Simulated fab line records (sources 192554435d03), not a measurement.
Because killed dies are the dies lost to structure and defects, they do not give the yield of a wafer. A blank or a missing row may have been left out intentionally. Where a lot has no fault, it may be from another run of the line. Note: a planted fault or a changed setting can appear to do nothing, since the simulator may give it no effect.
fab line records	flow n5_finfet
record: lots: 7	wafers: 39
route steps=1938 shown WELL_APT@26 FIN_SAQP@98 DUMMY_GATE@214 ILD0@342 MOL_CONTACT_COAG@584 BEOL_M0_SAQP@633 BEOL_M2@910 BEOL_M3@1000 BEOL_M4@1084 BEOL_M6@1253 BEOL_M9@1461 BEOL_M12@1602 BEOL_M15@1802 PASSIVATION@1936
start_h: hours from the record's first day to the start of the lot's first wafer shown	wait_h: hours from the lot's prior step to this one	" the same as in the row above	L1.1+2: a single row standing in for several wafers	- no value present, or no start provided	* or withheld: withheld	< > ~ a bound
route shown NAME@n: a module of which the file shows steps, and the number in the route of the first	usual: average and standard deviation across the fault-free wafers	same: alike in all rows	chamber/n: place in a boat	sites: each site's reading	_std_site: standard deviation across them	_edge_site: mean of outer sites minus mean of inner sites	radius_mm: for every site, how far away it sits from the centre of the wafer	mask NAME#n: copy n	behind: the most recent tool/chamber to have shaped the wafer	hold: why the lot went on hold/how many hours it stayed there/how the hold came to an end	device: which transistor (n, p or np) failed to switch	end of line: the route-end tests of the same wafers	for a step that has no rows: nothing shown but its recipe	killed: dies that structure and defects cost at the first sort, which is not the same as the wafer's yield	map: dies across one wafer; x = killed, . = not, _ = none there
set.NAME: setting as actually run; set.NAME@STEP: the setting as run at that earlier step	model.NAME: the simulator's own value behind a step, which no gauge read
one table per step and one row per wafer, for lots whose settings were changed on purpose
== steps ==
step: N5_WELL_APT_DEVELOP_07
recipe: develop_time_s: 45	rinse_liquid: surfactant_rinse	dry: air_spin	dev_temp_c: 21
step: N5_FIN_SAQP_PECVD_47
recipe: material: a-Si	target_thk_a: 450	temp_c: 400	precursor: SiH4/He	pressure_torr: 3	rf_w: 100	time_s: 36.3
step: N5_DUMMY_GATE_ALD_02
recipe: material: SiO2	target_thk_a: 20	temp_c: 300	ald_precursor_family: BDEAS	ald_co_reactant: O2-plasma	pulse_time_s: 1	pressure_torr: 2
step: N5_ILD0_PRECLEAN_10
recipe: chemistry: NF3:NH3	afs_cycles: 5	time_s: 20	temp_c: 30	sublimation_temp_c: 180	sublimation_time_s: 60	pressure_torr: 3	rf_power_w: 30
step: N5_MOL_CONTACT_COAG_ETCHBACK_135
recipe: chemistry: CHF3	target: SiO2	target_depth_a: 250	time_s: 16.7	ion_energy_ev: 200	pressure_mtorr: 30	source_w: 610	bias_w: 170	Ar_flow_sccm: 200	CHF3_flow_sccm: 50
step: N5_BEOL_M0_SAQP_ILD_DEP_01
recipe: material: SiOC	target_thk_a: 454.19	temp_c: 350	precursor: DEMS/O2	pressure_torr: 5	rf_w: 500	time_s: 8.7
step: N5_BEOL_M2_SPUTTER_86
recipe: material: Cu	target_thk_a: 45	temp_c: -20	chamber_pressure_pa: 0.07	power_w: withheld	time_s: 8.29
step: N5_BEOL_M3_SPUTTER_86
step: N5_BEOL_M4_SPUTTER_48
step: N5_BEOL_M6_CVD_78
recipe: material: Co	target_thk_a: 20	temp_c: withheld	precursor: CCTBA/H2	pressure_torr: 30	time_s: 142.3
step: N5_BEOL_M9_SPUTTER_48
recipe: material: Cu	target_thk_a: 120	temp_c: -20	bias_v: 60	power_w: 26000	chamber_pressure_pa: 0.13	time_s: 2
step: N5_BEOL_M12_ILD_DEP_00
recipe: material: SiOC	target_thk_a: 6589.2	temp_c: 350	precursor: DEMS/O2	pressure_torr: 5	rf_w: 500	time_s: 130.7
step: N5_BEOL_M15_DEVELOP_27
recipe: develop_time_s: 45	rinse_liquid: diw	dry: air_spin	dev_temp_c: 21
step: N5_PASSIVATION_PROBE_49
usual: killed_on_rim: 13/4	sort_n_pass: 1080/15	sort_yield_pct: 91.5/1.3
lot.wafer	tool	chamber	start_h	wait_h	set.develop_time_s@WELL_APT_DEVELOP_07	set.time_s@FIN_SAQP_PECVD_47	set.target_thk_a@DUMMY_GATE_ALD_02	set.time_s@ILD0_PRECLEAN_10	set.time_s@MOL_CONTACT_COAG_ETCHBACK_135	set.target_thk_a@BEOL_M0_SAQP_ILD_DEP_01	set.target_thk_a@BEOL_M2_SPUTTER_86	set.time_s@BEOL_M3_SPUTTER_86	set.time_s@BEOL_M4_SPUTTER_48	set.target_thk_a@BEOL_M6_CVD_78	set.target_thk_a@BEOL_M9_SPUTTER_48	set.time_s@BEOL_M12_ILD_DEP_00	set.develop_time_s@BEOL_M15_DEVELOP_27	killed_on_rim	sort_n_pass	sort_yield_pct[%]
L075.1	prober-01	-	308.45	0.0	69.17	36.3	20	20	16.7	454.19	45	4.97	8.29	20	120	130.7	45	16	1072	90.8
L075.2	prober-01	-	308.50	0.1	45	36.3	20	20	9.707	534.3	45	4.97	4.431	20	66.27	130.7	45	40	1010	85.6
L075.3	prober-01	-	308.55	0.1	69.17	36.3	31.34	20	9.707	534.3	45	8.29	4.431	20	120	87.93	31.09	14	4	0.3
L075.4	prober-01	-	308.60	0.2	69.17	36.3	20	20	16.7	454.19	45	8.29	4.431	20	66.27	87.93	45	33	994	84.2
L075.5	prober-01	-	308.65	0.2	45	36.3	31.34	20	9.707	454.19	45	8.29	8.29	20	66.27	130.7	31.09	32	0	0
L075.6	prober-01	-	308.70	0.3	45	36.3	31.34	20	16.7	534.3	45	4.97	8.29	20	120	87.93	31.09	8	2	0.2
L077.1	prober-01	-	312.83	0.0	45	36.3	20	20	16.7	226	66.69	9.555	9.586	28.47	120	63.33	45	116	679	57.5
L077.2	prober-01	-	312.88	0.1	45	36.3	16.99	20	10.89	454.19	66.69	8.29	8.29	20	120	63.33	45	132	670	56.8
L077.3	prober-01	-	312.93	0.1	45	36.3	16.99	20	16.7	226	45	9.555	8.29	28.47	120	63.33	58.98	128	670	56.8
L077.4	prober-01	-	312.98	0.2	45	23.94	20	20	10.89	226	45	8.29	9.586	20	120	130.7	58.98	16	1089	92.3
L077.5	prober-01	-	313.03	0.2	45	23.94	20	20	16.7	454.19	45	8.29	8.29	28.47	120	130.7	45	8	1093	92.6
L077.6	prober-01	-	313.08	0.3	45	23.94	16.99	20	10.89	454.19	66.69	9.555	9.586	20	120	130.7	58.98	6	1112	94.2
L081.2	prober-02	-	352.26	0.1	45	36.3	20	20	16.7	454.19	45	8.29	8.29	20	120	130.7	45	13	1058	89.7
L081.4	prober-02	-	352.36	0.2	45	36.3	20	20	16.7	454.19	45	8.29	8.29	20	120	130.7	45	18	1069	90.6
L081.5	prober-02	-	352.41	0.3	45	36.3	20	20	16.7	454.19	45	8.29	8.29	20	120	130.7	45	15	1093	92.6
L084.1	prober-01	-	369.37	0.0	45	19.52	12.81	20	16.7	454.19	27.27	8.29	12.66	13.33	144.1	130.7	45	14	1060	89.8
L084.2	prober-01	-	369.42	0.1	45	19.52	20	28.48	16.7	454.19	45	11.39	12.66	20	144.1	88.17	65.1	20	1063	90.1
L084.3	prober-01	-	369.47	0.1	45	36.3	20	28.48	16.7	529.4	27.27	8.29	8.29	13.33	120	130.7	65.1	11	1088	92.2
L084.4	prober-01	-	369.52	0.2	45	19.52	12.81	28.48	16.7	529.4	27.27	11.39	12.66	20	120	130.7	45	11	1083	91.8
L084.5	prober-01	-	369.57	0.2	45	36.3	20	20	16.7	529.4	45	8.29	8.29	20	144.1	88.17	65.1	11	1074	91.0
L084.6	prober-01	-	369.62	0.3	45	36.3	12.81	20	16.7	454.19	45	11.39	8.29	13.33	120	88.17	45	12	1074	91.0
L088.1	prober-01	-	392.46	0.0	61.65	36.3	24.16	10.97	13.72	237.6	45	11.91	6.155	20	94.1	130.7	58.62	19	1068	90.5
L088.2	prober-01	-	392.51	0.1	45	36.3	24.16	10.97	16.7	454.19	45	8.29	6.155	20	120	62.31	45	136	443	37.5
L088.3	prober-01	-	392.56	0.1	61.65	36.3	24.16	20	16.7	237.6	45	8.29	8.29	24.18	94.1	62.31	45	149	435	36.9
L088.4	prober-01	-	392.61	0.2	45	36.3	20	20	13.72	237.6	45	8.29	8.29	24.18	120	130.7	58.62	12	1053	89.2
L088.5	prober-01	-	392.66	0.2	45	36.3	20	20	16.7	454.19	45	11.91	6.155	24.18	120	62.31	58.62	146	422	35.8
L088.6	prober-01	-	392.71	0.3	61.65	36.3	20	10.97	13.72	454.19	45	11.91	8.29	20	94.1	130.7	45	24	1047	88.7
L090.1	prober-02	-	394.38	0.0	58.44	36.3	20	15.8	16.7	251.3	25.76	8.29	11.7	20	85.65	72.47	45	25	1073	90.9
L090.2	prober-02	-	394.43	0.1	45	36.3	20	15.8	8.804	454.19	45	8.29	8.29	20	85.65	72.47	45	14	1067	90.4
L090.3	prober-02	-	394.48	0.1	45	47.19	20	20	8.804	251.3	45	8.29	8.29	20	120	130.7	45	14	1083	91.8
L090.4	prober-02	-	394.53	0.2	58.44	47.19	20	20	8.804	454.19	25.76	8.29	11.7	20	85.65	130.7	45	16	1072	90.8
L090.5	prober-02	-	394.58	0.2	45	47.19	20	15.8	16.7	251.3	45	8.29	11.7	20	120	130.7	45	8	1068	90.5
L090.6	prober-02	-	394.63	0.3	58.44	36.3	20	20	16.7	454.19	25.76	8.29	8.29	20	120	72.47	45	19	1088	92.2
L092.1	prober-01	-	416.77	0.0	69.3	54.57	20	14.11	16.7	699.3	45	8.29	8.29	11.35	158.5	130.7	45	15	1075	91.1
L092.2	prober-01	-	416.82	0.1	69.3	36.3	26.02	14.11	25.89	699.3	45	10.25	8.29	20	158.5	130.7	53.29	16	1078	91.4
L092.3	prober-01	-	416.87	0.1	45	54.57	26.02	14.11	25.89	454.19	45	10.25	4.722	20	120	130.7	53.29	9	1081	91.6
L092.4	prober-01	-	416.92	0.2	69.3	36.3	20	20	16.7	454.19	45	10.25	8.29	11.35	120	130.7	45	11	1070	90.7
L092.5	prober-01	-	416.97	0.2	45	36.3	20	20	25.89	699.3	45	8.29	4.722	11.35	120	130.7	53.29	9	1071	90.8
L092.6	prober-01	-	417.02	0.3	45	54.57	26.02	20	16.7	454.19	45	8.29	4.722	20	158.5	130.7	45	17	1068	90.5
killed by level:class
L075.1 STI_FIN_REVEAL:geometric_particle:open=15 BEOL_M4:geometric_particle:open=14 BEOL_M1:geometric_particle:open=11 BEOL_M0_SAQP:geometric_particle:open=9 FIN_SAQP:geometric_particle:open=8 ILD0:geometric_particle:short=7 MOL_CONTACT_COAG:geometric_particle:open=7 BEOL_M2:geometric_particle:open=6
L075.2 BEOL_M9:interface_void_opened=85 BEOL_M2:geometric_particle:open=11 FIN_SAQP:geometric_particle:open=8 BEOL_M0_SAQP:geometric_particle:short=6 BEOL_M0_SAQP:geometric_particle:open=5 ILD0:geometric_particle:short=4 ILD0:geometric_particle:open=4 MOL_CONTACT_COAG:geometric_particle:open=4
L075.3 BEOL_M0_SAQP:geometric_particle:open=11 MOL_CONTACT_COAG:geometric_particle:short=7 MOL_CONTACT_COAG:geometric_particle:open=7 FIN_SAQP:geometric_particle:open=6 BEOL_M0_SAQP:geometric_particle:short=6 GATE_CUT:geometric_particle:short=5 FIN_SAQP:geometric_particle:short=4 BEOL_M1:geometric_particle:open=4
L075.4 BEOL_M9:interface_void_opened=86 MOL_CONTACT_COAG:geometric_particle:open=11 BEOL_M0_SAQP:geometric_particle:open=9 BEOL_M0_SAQP:geometric_particle:short=8 FIN_SAQP:geometric_particle:open=6 BEOL_M1:geometric_particle:open=6 FIN_SAQP:geometric_particle:short=5 STI_FIN_REVEAL:geometric_particle:open=4
L075.5 BEOL_M9:interface_void_opened=70 BEOL_M0_SAQP:geometric_particle:short=7 STI_FIN_REVEAL:geometric_particle:open=5 ILD0:geometric_particle:open=5 MOL_CONTACT_COAG:geometric_particle:open=5 STARTING-WAFER:geometric_particle:open=5 HKMG_FIN:area_etch=5 FIN_SAQP:geometric_particle:open=4
L075.6 STI_FIN_REVEAL:geometric_particle:open=10 BEOL_M0_SAQP:geometric_particle:short=7 BEOL_M0_SAQP:geometric_particle:open=7 ILD0:geometric_particle:short=6 BEOL_M4:geometric_particle:short=6 FIN_SAQP:geometric_particle:open=5 GATE_CUT:geometric_particle:short=5 BEOL_M2:geometric_particle:open=5
L077.1 BEOL_M12:area_dep=429 GATE_CUT:geometric_particle:short=8 BEOL_M2:geometric_particle:open=6 BEOL_M4:geometric_particle:open=6 STI_FIN_REVEAL:geometric_particle:open=5 MOL_CONTACT_COAG:geometric_particle:open=5 DUMMY_GATE:geometric_particle:open=4 FIN_SAQP:geometric_particle:short=3
L077.2 BEOL_M12:area_dep=410 BEOL_M0_SAQP:geometric_particle:open=12 MOL_CONTACT_COAG:geometric_particle:open=11 BEOL_M0_SAQP:geometric_particle:short=9 STI_FIN_REVEAL:geometric_particle:open=8 BEOL_M4:geometric_particle:open=8 BEOL_M2:geometric_particle:open=7 FIN_SAQP:geometric_particle:open=6
L077.3 BEOL_M12:area_dep=413 BEOL_M1:geometric_particle:open=10 FIN_SAQP:geometric_particle:short=9 MOL_CONTACT_COAG:geometric_particle:open=7 BEOL_M0_SAQP:geometric_particle:short=7 BEOL_M4:geometric_particle:open=7 BEOL_M5:geometric_particle:open=6 BEOL_M2:geometric_particle:open=5
L077.4 BEOL_M1:geometric_particle:open=10 BEOL_M4:geometric_particle:open=8 FIN_SAQP:geometric_particle:open=7 BEOL_M0_SAQP:geometric_particle:open=7 STI_FIN_REVEAL:geometric_particle:open=6 GATE_CUT:geometric_particle:open=6 BEOL_M0_SAQP:geometric_particle:short=6 BEOL_M2:geometric_particle:open=4
L077.5 BEOL_M4:geometric_particle:open=12 FIN_SAQP:geometric_particle:open=10 MOL_CONTACT_COAG:geometric_particle:open=10 FIN_SAQP:geometric_particle:short=6 BEOL_M1:geometric_particle:open=5 STARTING-WAFER:geometric_particle:open=5 HKMG_FIN:area_etch=4 STI_FIN_REVEAL:geometric_particle:open=3
L077.6 MOL_CONTACT_COAG:geometric_particle:open=8 STI_FIN_REVEAL:geometric_particle:open=7 BEOL_M4:geometric_particle:open=5 DUMMY_GATE:geometric_particle:open=4 STARTING-WAFER:geometric_particle:short=4 GATE_CUT:geometric_particle:open=3 BEOL_M0_SAQP:geometric_particle:short=3 FIN_SAQP:geometric_particle:open=2
L081.2 BEOL_M4:geometric_particle:open=13 STI_FIN_REVEAL:geometric_particle:open=12 FIN_SAQP:geometric_particle:open=11 BEOL_M2:geometric_particle:open=11 MOL_CONTACT_COAG:geometric_particle:open=9 FIN_SAQP:geometric_particle:short=6 GATE_CUT:geometric_particle:short=5 ILD0:geometric_particle:open=5
L081.4 MOL_CONTACT_COAG:geometric_particle:open=11 BEOL_M0_SAQP:geometric_particle:short=10 FIN_SAQP:geometric_particle:short=7 BEOL_M0_SAQP:geometric_particle:open=7 BEOL_M1:geometric_particle:open=6 STI_FIN_REVEAL:geometric_particle:open=5 GATE_CUT:geometric_particle:short=5 BEOL_M2:geometric_particle:open=5
L081.5 STI_FIN_REVEAL:geometric_particle:open=9 STI_FIN_REVEAL:geometric_particle:short=7 MOL_CONTACT_COAG:geometric_particle:open=6 BEOL_M1:geometric_particle:open=6 BEOL_M6:geometric_particle:open=5 FIN_SAQP:geometric_particle:open=3 GATE_CUT:geometric_particle:open=3 BEOL_M2:geometric_particle:open=3
L084.1 BEOL_M0_SAQP:geometric_particle:short=17 BEOL_M0_SAQP:geometric_particle:open=12 FIN_SAQP:geometric_particle:open=10 BEOL_M2:geometric_particle:open=8 BEOL_M4:geometric_particle:open=8 FIN_SAQP:geometric_particle:short=7 MOL_CONTACT_COAG:geometric_particle:open=7 STI_FIN_REVEAL:geometric_particle:open=7
L084.2 FIN_SAQP:geometric_particle:open=15 BEOL_M0_SAQP:geometric_particle:open=13 FIN_SAQP:geometric_particle:short=12 BEOL_M0_SAQP:geometric_particle:short=12 BEOL_M3:geometric_particle:open=11 MOL_CONTACT_COAG:geometric_particle:open=7 BEOL_M1:geometric_particle:open=6 BEOL_M4:geometric_particle:open=6
L084.3 BEOL_M0_SAQP:geometric_particle:short=13 MOL_CONTACT_COAG:geometric_particle:open=12 BEOL_M0_SAQP:geometric_particle:open=10 BEOL_M3:geometric_particle:open=10 STI_FIN_REVEAL:geometric_particle:open=7 BEOL_M2:geometric_particle:open=6 FIN_SAQP:geometric_particle:short=5 BEOL_M1:geometric_particle:open=4
L084.4 MOL_CONTACT_COAG:geometric_particle:open=14 BEOL_M0_SAQP:geometric_particle:short=11 BEOL_M3:geometric_particle:open=11 MOL_CONTACT_COAG:geometric_particle:short=9 BEOL_M2:geometric_particle:open=6 FIN_SAQP:geometric_particle:short=5 BEOL_M0_SAQP:geometric_particle:open=5 FIN_SAQP:geometric_particle:open=4
L084.5 BEOL_M0_SAQP:geometric_particle:open=20 BEOL_M0_SAQP:geometric_particle:short=14 FIN_SAQP:geometric_particle:short=9 BEOL_M3:geometric_particle:open=7 FIN_SAQP:geometric_particle:open=6 MOL_CONTACT_COAG:geometric_particle:open=6 BEOL_M2:geometric_particle:open=6 BEOL_M4:geometric_particle:open=4
L084.6 MOL_CONTACT_COAG:geometric_particle:open=17 BEOL_M3:geometric_particle:open=12 BEOL_M0_SAQP:geometric_particle:open=10 FIN_SAQP:geometric_particle:short=9 FIN_SAQP:geometric_particle:open=8 STI_FIN_REVEAL:geometric_particle:open=7 MOL_CONTACT_COAG:geometric_particle:short=6 BEOL_M4:geometric_particle:open=5
L088.1 BEOL_M0_SAQP:geometric_particle:short=17 STI_FIN_REVEAL:geometric_particle:open=14 BEOL_M0_SAQP:geometric_particle:open=12 BEOL_M3:geometric_particle:open=10 MOL_CONTACT_COAG:geometric_particle:open=9 FIN_SAQP:geometric_particle:short=8 BEOL_M2:geometric_particle:open=4 DUMMY_GATE:geometric_particle:open=4
L088.2 BEOL_M12:area_dep=626 MOL_CONTACT_COAG:geometric_particle:open=13 FIN_SAQP:geometric_particle:short=12 STI_FIN_REVEAL:geometric_particle:open=11 BEOL_M3:geometric_particle:open=11 BEOL_M0:geometric_particle:open=9 BEOL_M0_SAQP:geometric_particle:short=7 FIN_SAQP:geometric_particle:open=5
L088.3 BEOL_M12:area_dep=637 MOL_CONTACT_COAG:geometric_particle:open=13 STI_FIN_REVEAL:geometric_particle:open=10 BEOL_M4:geometric_particle:open=9 FIN_SAQP:geometric_particle:open=8 BEOL_M0_SAQP:geometric_particle:short=8 BEOL_M3:geometric_particle:open=7 FIN_SAQP:geometric_particle:short=6
L088.4 FIN_SAQP:geometric_particle:open=16 BEOL_M0_SAQP:geometric_particle:short=16 FIN_SAQP:geometric_particle:short=15 STI_FIN_REVEAL:geometric_particle:open=12 MOL_CONTACT_COAG:geometric_particle:open=11 STARTING-WAFER:geometric_particle:open=6 DUMMY_GATE:geometric_particle:open=6 BEOL_M4:geometric_particle:open=5
L088.5 BEOL_M12:area_dep=639 MOL_CONTACT_COAG:geometric_particle:open=16 BEOL_M2:geometric_particle:open=12 BEOL_M0_SAQP:geometric_particle:short=9 BEOL_M0_SAQP:geometric_particle:open=6 FIN_SAQP:geometric_particle:open=5 DUMMY_GATE:geometric_particle:open=5 BEOL_M5:geometric_particle:open=5
L088.6 STI_FIN_REVEAL:geometric_particle:open=23 FIN_SAQP:geometric_particle:open=10 FIN_SAQP:geometric_particle:short=10 BEOL_M0_SAQP:geometric_particle:short=10 DUMMY_GATE:geometric_particle:open=7 BEOL_M0_SAQP:geometric_particle:open=7 BEOL_M4:geometric_particle:open=6 MOL_CONTACT_COAG:geometric_particle:open=5
L090.1 BEOL_M0_SAQP:geometric_particle:short=11 FIN_SAQP:geometric_particle:open=10 BEOL_M0_SAQP:geometric_particle:open=10 BEOL_M9:interface_void_opened=10 FIN_SAQP:geometric_particle:short=9 GATE_CUT:geometric_particle:short=6 MOL_CONTACT_COAG:geometric_particle:open=6 BEOL_M3:geometric_particle:open=4
L090.2 BEOL_M0_SAQP:geometric_particle:short=13 BEOL_M9:interface_void_opened=10 BEOL_M2:geometric_particle:open=9 MOL_CONTACT_COAG:geometric_particle:open=8 BEOL_M0_SAQP:geometric_particle:open=8 BEOL_M4:geometric_particle:open=6 FIN_SAQP:geometric_particle:short=5 GATE_CUT:geometric_particle:short=5
L090.3 FIN_SAQP:geometric_particle:short=11 BEOL_M0_SAQP:geometric_particle:short=11 STI_FIN_REVEAL:geometric_particle:open=9 BEOL_M0_SAQP:geometric_particle:open=7 BEOL_M2:geometric_particle:open=7 BEOL_M4:geometric_particle:open=5 FIN_SAQP:geometric_particle:open=3 FIN_CUT:geometric_particle:short=3
L090.4 BEOL_M9:interface_void_opened=16 FIN_SAQP:geometric_particle:short=10 BEOL_M3:geometric_particle:open=10 FIN_SAQP:geometric_particle:open=8 MOL_CONTACT_COAG:geometric_particle:open=8 BEOL_M0_SAQP:geometric_particle:short=8 GATE_CUT:geometric_particle:short=6 BEOL_M0_SAQP:geometric_particle:open=6
L090.5 BEOL_M0_SAQP:geometric_particle:short=14 BEOL_M0_SAQP:geometric_particle:open=12 BEOL_M3:geometric_particle:open=10 FIN_SAQP:geometric_particle:short=8 STI_FIN_REVEAL:geometric_particle:open=7 BEOL_M1:geometric_particle:open=7 STI_FIN_REVEAL:geometric_particle:short=5 BEOL_M3:geometric_particle:short=5
L090.6 BEOL_M0_SAQP:geometric_particle:short=12 BEOL_M0_SAQP:geometric_particle:open=11 FIN_SAQP:geometric_particle:short=8 FIN_SAQP:geometric_particle:open=6 BEOL_M3:geometric_particle:open=6 BEOL_M2:geometric_particle:open=5 STI_FIN_REVEAL:geometric_particle:open=4 GATE_CUT:geometric_particle:open=3
L092.1 MOL_CONTACT_COAG:geometric_particle:open=15 BEOL_M2:geometric_particle:open=10 BEOL_M3:geometric_particle:open=10 BEOL_M2:geometric_particle:short=8 ILD0:geometric_particle:open=6 BEOL_M0_SAQP:geometric_particle:short=6 FIN_SAQP:geometric_particle:open=5 FIN_SAQP:geometric_particle:short=5
L092.2 MOL_CONTACT_COAG:geometric_particle:open=19 FIN_SAQP:geometric_particle:short=13 GATE_CUT:geometric_particle:short=9 FIN_SAQP:geometric_particle:open=7 BEOL_M3:geometric_particle:open=7 GATE_CUT:geometric_particle:open=5 MOL_CONTACT_COAG:geometric_particle:short=5 BEOL_M4:geometric_particle:open=5
L092.3 FIN_SAQP:geometric_particle:short=15 BEOL_M3:geometric_particle:open=14 BEOL_M2:geometric_particle:open=11 MOL_CONTACT_COAG:geometric_particle:open=9 GATE_CUT:geometric_particle:short=8 FIN_SAQP:geometric_particle:open=7 BEOL_M0_SAQP:geometric_particle:open=6 BEOL_M4:geometric_particle:open=4
L092.4 FIN_SAQP:geometric_particle:short=22 MOL_CONTACT_COAG:geometric_particle:open=19 BEOL_M3:geometric_particle:open=8 FIN_SAQP:geometric_particle:open=6 BEOL_M0_SAQP:geometric_particle:short=6 GATE_CUT:geometric_particle:short=5 BEOL_M2:geometric_particle:open=5 BEOL_M4:geometric_particle:open=4
L092.5 MOL_CONTACT_COAG:geometric_particle:open=16 FIN_SAQP:geometric_particle:short=10 BEOL_M0_SAQP:geometric_particle:open=7 BEOL_M0_SAQP:geometric_particle:short=7 BEOL_M3:geometric_particle:open=6 STI_FIN_REVEAL:geometric_particle:open=5 BEOL_M4:geometric_particle:open=5 DUMMY_GATE:geometric_particle:open=4
L092.6 FIN_SAQP:geometric_particle:short=15 MOL_CONTACT_COAG:geometric_particle:open=13 BEOL_M3:geometric_particle:open=7 STARTING-WAFER:geometric_particle:short=7 BEOL_M2:geometric_particle:short=6 BEOL_M2:geometric_particle:open=6 FIN_SAQP:geometric_particle:open=5 STI_FIN_REVEAL:geometric_particle:open=5
== key ==
split: step: N5_WELL_APT_DEVELOP_07	setting: develop_time_s	stated_as: 45
response none clear
split: step: N5_FIN_SAQP_PECVD_47	setting: time_s	stated_as: 36.3
response none clear
split: step: N5_DUMMY_GATE_ALD_02	setting: target_thk_a	stated_as: 20
response none clear
split: step: N5_ILD0_PRECLEAN_10	setting: time_s	stated_as: 20
response none clear
split: step: N5_MOL_CONTACT_COAG_ETCHBACK_135	setting: time_s	stated_as: 16.7
response none clear
split: step: N5_BEOL_M0_SAQP_ILD_DEP_01	setting: target_thk_a	stated_as: 454.19
response none clear
split: step: N5_BEOL_M2_SPUTTER_86	setting: target_thk_a	stated_as: 45
response none clear
split: step: N5_BEOL_M3_SPUTTER_86	setting: time_s	stated_as: 8.29
response none clear
split: step: N5_BEOL_M4_SPUTTER_48	setting: time_s	stated_as: 8.29
response none clear
split: step: N5_BEOL_M6_CVD_78	setting: target_thk_a	stated_as: 20
response none clear
split: step: N5_BEOL_M9_SPUTTER_48	setting: target_thk_a	stated_as: 120
response none clear
split: step: N5_BEOL_M12_ILD_DEP_00	setting: time_s	stated_as: 130.7
response: step: N5_PASSIVATION_PROBE_49	reading: sort_yield_pct	slope: +0.604	per: 1%	together_with: all	explained: 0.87
response: step: N5_PASSIVATION_PROBE_49	reading: sort_n_pass	slope: +7.13	per: 1%	together_with: all	explained: 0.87
response: step: N5_PASSIVATION_PROBE_49	reading: killed_on_rim	slope: -1.43	per: 1%	together_with: all	explained: 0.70
split: step: N5_BEOL_M15_DEVELOP_27	setting: develop_time_s	stated_as: 45
response none clear
